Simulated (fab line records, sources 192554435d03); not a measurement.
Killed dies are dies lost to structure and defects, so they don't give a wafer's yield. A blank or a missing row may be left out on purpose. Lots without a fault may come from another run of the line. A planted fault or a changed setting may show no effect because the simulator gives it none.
Chamber matching | flow n5_finfet | N5_MIM_TOP_ALD_00 on ald_hk-01: 4 sister chambers
The step deposits Al2O3, purge time 3 s, co reactant pulse time 3 s. 16 wafers are shown with their chamber, then 8 later ones without.

WAFERS WITH THEIR CHAMBER
wafer  | chamber | precursor_pulse_height_rel
L997.1 | 1       | 0.992
L997.5 | 0       | 1.013
L997.6 | 3       | 0.988
L107.2 | 2       | 1.002
L107.3 | 0       | 1.035
L107.6 | 3       | 1.000
L108.1 | 0       | 1.004
L108.4 | 3       | 0.971
L108.5 | 1       | 0.969
L111.3 | 3       | 0.979
L111.4 | 1       | 1.000
L111.5 | 0       | 1.007
L113.1 | 0       | 1.016
L113.4 | 2       | 1.035
L113.5 | 1       | 1.001
L114.2 | 0       | 1.005

SIGNATURES (means of the wafers above)
reading                    | chamber 0 | chamber 1 | chamber 2 | chamber 3 | scatter within a chamber
precursor_pulse_height_rel | 1.01333   | 0.99050   | 1.01850   | 0.98450   | 0.014
Rule: a wafer's distance from a chamber is the root of the sum, over the readings, of the square of ((its reading less the chamber's mean) divided by the reading's scatter). The wafer belongs to the nearest chamber; if the next one is less than 2 further off, it can't be placed. The scatter: the root of (the sum of the squares of (reading less its chamber's mean) over the shown wafers, divided by (wafers less chambers)).

WAFERS WITHOUT THEIR CHAMBER
wafer  | precursor_pulse_height_rel
L114.3 | 0.995
L114.4 | 1.042
L109.3 | 0.992
L109.4 | 0.979
L109.5 | 0.992
L120.3 | 1.040
L120.4 | 0.986
L120.6 | 1.004

WHICH CHAMBER EACH WENT THROUGH
wafer  | from the rows above               | in truth
L114.3 | can't be placed: 1 or 3 or 0 or 2 | 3
L114.4 | can't be placed: 2 or 0           | 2
L109.3 | can't be placed: 1 or 3 or 0 or 2 | 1
L109.4 | can't be placed: 3 or 1           | 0
L109.5 | can't be placed: 1 or 3 or 0 or 2 | 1
L120.3 | can't be placed: 2 or 0           | 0
L120.4 | can't be placed: 3 or 1 or 0      | 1
L120.6 | can't be placed: 0 or 1 or 2 or 3 | 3
Placed correctly: 0 of 8. Can't be placed from these rows: 8 (the true chamber is among the candidates in 7). Placed wrongly: 0.
